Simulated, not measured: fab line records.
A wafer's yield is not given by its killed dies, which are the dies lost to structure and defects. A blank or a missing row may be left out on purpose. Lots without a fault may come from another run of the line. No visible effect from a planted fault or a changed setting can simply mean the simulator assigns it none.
2 desks, one fault ; flow nand harc ; each desk has only its own numbers; what lay behind them comes last

THE METROLOGY DESK
What the gauges read for every lot (on any tool): the sampled wafers with a number, averaged. Marked OUT: a lot whose mean sits more than 4 standard deviations from the usual mean, which makes it out of limits; the brackets give that distance.
Columns: A = thk nm at NHARC_A_ONON_D1_THK_MEAS_08, usual 996 nm; B = thk nm at NHARC_A_ONON_D1_THK_MEAS_14, usual 998 nm
lot;first seen here;A;B
L548;day 8 08:49;997;1001
L549;day 8 12:56;988;995
L551;day 9 08:50;996;996
L553;day 10 04:40;1000;1002
L552;day 10 04:40;1009;999
L554;day 10 21:55;984;1006
L556;day 11 10:07;998;1004
L557;day 12 02:56;991;989
L558;day 12 09:39;993;986
L563;day 14 14:38;988;1266 (+29) OUT
L565;day 15 06:53;994;1558 (+60) OUT
L566;day 15 16:51;996;1576 (+61) OUT
L568;day 16 01:44;1003;998
L569;day 16 15:59;987;1013
L570;day 17 09:50;992;988
This desk's verdict: out of limits on L563, L565, L566, starting with L563 at day 14 15:46 (thk nm at NHARC_A_ONON_D1_THK_MEAS_14). L548, L549, L551, L553, L552, L554, L556, L557, L558, L568, L569, L570 stayed within limits.

THE DEFECT DESK
Counts from the inspections along the route, per lot, as means over the sampled wafers that have a number. Marked OUT: a lot whose mean sits more than 4 standard deviations from the usual mean, which makes it out of limits; the brackets give that distance.
Columns: A = raw defect count at NHARC_A_ZERO_WELL_INSPECT_17, usual 10
lot;first seen here;A
L548;day 7 11:03;12
L549;day 7 14:40;9
L551;day 8 10:46;12
L552;day 9 05:28;5
L553;day 9 06:19;8
L554;day 10 00:02;6
L556;day 10 12:41;11
L557;day 11 03:46;11
L558;day 11 12:14;11
L563;day 13 15:52;14
L565;day 14 07:04;13
L566;day 14 17:13;6
L568;day 15 04:35;12
L569;day 15 17:15;8
L570;day 16 08:42;12
Result from this desk: across the 15 lots, nothing is out of limits.

TAKEN TOGETHER
The metrology desk could have raised an alarm at day 14 15:46, on L563, L565, L566.
Nothing the defect desk looked at was out of limits.
The defect desk has L563, L565, L566 on record, within its limits.
The lots listed all ran NHARC_A_ONON_D1_DEP_12 on pecvd onon-01.

WHAT HAD BEEN PUT IN BY THE SIMULATOR
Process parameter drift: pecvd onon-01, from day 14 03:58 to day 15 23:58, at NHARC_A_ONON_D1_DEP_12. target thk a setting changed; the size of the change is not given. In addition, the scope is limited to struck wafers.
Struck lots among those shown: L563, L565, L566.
Hours from the fault's start to each desk's first reading out of limits: the metrology desk, 12.
